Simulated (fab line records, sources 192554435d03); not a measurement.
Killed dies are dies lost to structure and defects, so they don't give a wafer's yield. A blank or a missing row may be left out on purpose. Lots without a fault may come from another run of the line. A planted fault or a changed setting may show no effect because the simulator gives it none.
Split-lot experiment | flow n5_finfet | 7 lots, 39 wafers read, on a route of 1938 steps

THE SPLIT
At N5_FIN_CUT_ETCH_21 (etches SOC in N2/H2, target depth 219 nm, overetch 43.8 nm, time 523.5 s), the setting bias_w was moved away from the recipe's 61 W on 9 of the 39 wafers read, by -12.5% to +12.4%. The other wafers ran this setting at the recipe's value.

The reading is taken at the split's own step.

THE READING
rf_vpp_V, in V, at N5_FIN_CUT_ETCH_21 (etches SOC in N2/H2, target depth 219 nm, overetch 43.8 nm, time 523.5 s). Fault-free wafers of this fab line usually give 240.9 V, standard deviation 1.4 V.

wafer  | tool, chamber at the split | bias_w as run, W | against the recipe | rf_vpp_V, V | against lot-mates on the recipe
L075.1 | rie_diel-04, 3             | 61               | recipe             | 239.2       | -
L075.2 | rie_diel-04, 1             | 61               | recipe             | 240.0       | -
L075.3 | rie_diel-04, 0             | 61               | recipe             | 242.2       | -
L075.4 | rie_diel-04, 2             | 61               | recipe             | 242.5       | -
L075.5 | rie_diel-04, 3             | 61               | recipe             | 240.0       | -
L075.6 | rie_diel-04, 2             | 61               | recipe             | 243.2       | -
L079.2 | rie_diel-01, 2             | 61               | recipe             | 240.1       | -
L079.3 | rie_diel-01, 3             | 61               | recipe             | 239.6       | -
L079.4 | rie_diel-01, 1             | 61               | recipe             | 240.4       | -
L081.1 | rie_diel-04, 2             | 53.36            | -12.5%             | 222.6       | -18.0
L081.2 | rie_diel-04, 3             | 53.36            | -12.5%             | 218.3       | -22.3
L081.3 | rie_diel-04, 1             | 61               | recipe             | 240.5       | -
L081.4 | rie_diel-04, 0             | 53.36            | -12.5%             | 222.0       | -18.6
L081.5 | rie_diel-04, 1             | 61               | recipe             | 238.8       | -
L081.6 | rie_diel-04, 2             | 61               | recipe             | 242.6       | -
L088.1 | rie_diel-02, 2             | 61               | recipe             | 239.7       | -
L088.2 | rie_diel-02, 0             | 61               | recipe             | 241.6       | -
L088.3 | rie_diel-02, 3             | 61               | recipe             | 242.1       | -
L088.4 | rie_diel-02, 2             | 61               | recipe             | 237.8       | -
L088.5 | rie_diel-02, 3             | 61               | recipe             | 240.7       | -
L088.6 | rie_diel-02, 0             | 61               | recipe             | 242.3       | -
L094.1 | rie_diel-02, 3             | 61               | recipe             | 241.1       | -
L094.2 | rie_diel-02, 1             | 66.39            | +8.8%              | 256.9       | +15.7
L094.3 | rie_diel-02, 2             | 66.39            | +8.8%              | 252.2       | +11.0
L094.4 | rie_diel-02, 0             | 66.39            | +8.8%              | 255.5       | +14.3
L094.5 | rie_diel-02, 1             | 61               | recipe             | 242.3       | -
L094.6 | rie_diel-02, 0             | 61               | recipe             | 240.3       | -
L095.1 | rie_diel-01, 2             | 61               | recipe             | 239.5       | -
L095.2 | rie_diel-01, 1             | 61               | recipe             | 241.0       | -
L095.3 | rie_diel-01, 0             | 61               | recipe             | 242.5       | -
L095.4 | rie_diel-01, 3             | 61               | recipe             | 239.0       | -
L095.5 | rie_diel-01, 2             | 61               | recipe             | 239.9       | -
L095.6 | rie_diel-01, 1             | 61               | recipe             | 240.7       | -
L096.1 | rie_diel-02, 2             | 68.56            | +12.4%             | 258.4       | +16.6
L096.2 | rie_diel-02, 1             | 61               | recipe             | 243.1       | -
L096.3 | rie_diel-02, 0             | 68.56            | +12.4%             | 261.5       | +19.7
L096.4 | rie_diel-02, 3             | 68.56            | +12.4%             | 261.1       | +19.3
L096.5 | rie_diel-02, 3             | 61               | recipe             | 240.8       | -
L096.6 | rie_diel-02, 0             | 61               | recipe             | 241.6       | -

THE FIT
A straight line over all 39 wafers: rf_vpp_V changes by +1.58 V for each +1% of bias_w; r = +0.99; the points scatter about the line by 1.5 V.
The same after taking each lot's own level away (the mean of its wafers on the recipe; 39 wafers): +1.54 V for each +1%; r = +0.99; scatter 1.5 V.
On that fit, the largest move of bias_w shifts the reading by 19 V.
The lots' own levels span 240.03 to 241.83 V, that is 1.3 times the standard deviation above.
So the lot-to-lot level changes the slope little: the two slopes agree.
Check: with one of the wafers moved furthest among these (-12.5%) left out of the fit, the line predicts -19.6 V for it against its lot-mates. It came out at -18 V against them.
Tool readings at the split's step, against how far the setting was moved: rf_vpp_V r = +0.99.

OTHER SPLITS ON THESE WAFERS
These wafers also went through other splits before the reading. Each is held against what the fit with the lots' levels taken away leaves over:
other split on the same wafers        | wafers away from the commonest value | r with rf_vpp_V (lot level and that fit taken away)
N5_FIN_SAQP_SPACER1_ALD_24 ald_cycles | 15                                   | -0.05

THE FILE'S OWN FIT
rf_vpp_V changes by +1.54 V for each +1% of bias_w, r = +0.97.
